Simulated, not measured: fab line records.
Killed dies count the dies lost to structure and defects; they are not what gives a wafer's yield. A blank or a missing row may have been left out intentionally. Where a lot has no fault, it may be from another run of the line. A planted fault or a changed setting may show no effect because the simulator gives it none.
Matching of chambers | flow n5-finfet | N5_MOL_CONTACT_COAG_DESCUM_45 on rie-diel-01: 4 sister chambers
The step chemistry O2, time 7 s. 4 wafers are shown with their chamber, then 7 later ones without.

EACH WAFER AND ITS CHAMBER
wafer  | chamber | showerhead-plenum-p-Torr (Torr)
L078.6 | 0       | 2.02
L084.1 | 1       | 2.05
L092.1 | 3       | 1.91
L092.2 | 2       | 2.15

WAFERS WHOSE CHAMBER IS MISSING
wafer  | showerhead-plenum-p-Torr (Torr)
L092.4 | 2.01
L096.2 | 1.91
L096.5 | 2.04
L096.6 | 2.14
L097.1 | 1.91
L097.5 | 1.91
L097.6 | 2.04

CHAMBER TAKEN BY EACH
wafer  | from the rows above     | in truth
L092.4 | 0                       | 0
L096.2 | 3                       | 3
L096.5 | can't be placed: 1 or 0 | 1
L096.6 | 2                       | 2
L097.1 | 3                       | 3
L097.5 | 3                       | 3
L097.6 | can't be placed: 1 or 0 | 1
5 of 7 placed correctly. These rows do not allow placing 2 (true chamber among the candidates in 2). Wrongly placed: 0.
How it was worked out, from the rows above alone: a wafer's distance from a chamber is the root of the sum, over the readings, of the square of ((its reading less the chamber's mean) divided by the reading's scatter). The wafer belongs to the nearest chamber; if the next one is less than 2 further off, it can't be placed. For every chamber, the mean is computed from those of its wafers that are shown. The scatter: root of mean squared gap, hidden wafer to nearest shown wafer, with one shown wafer a chamber.
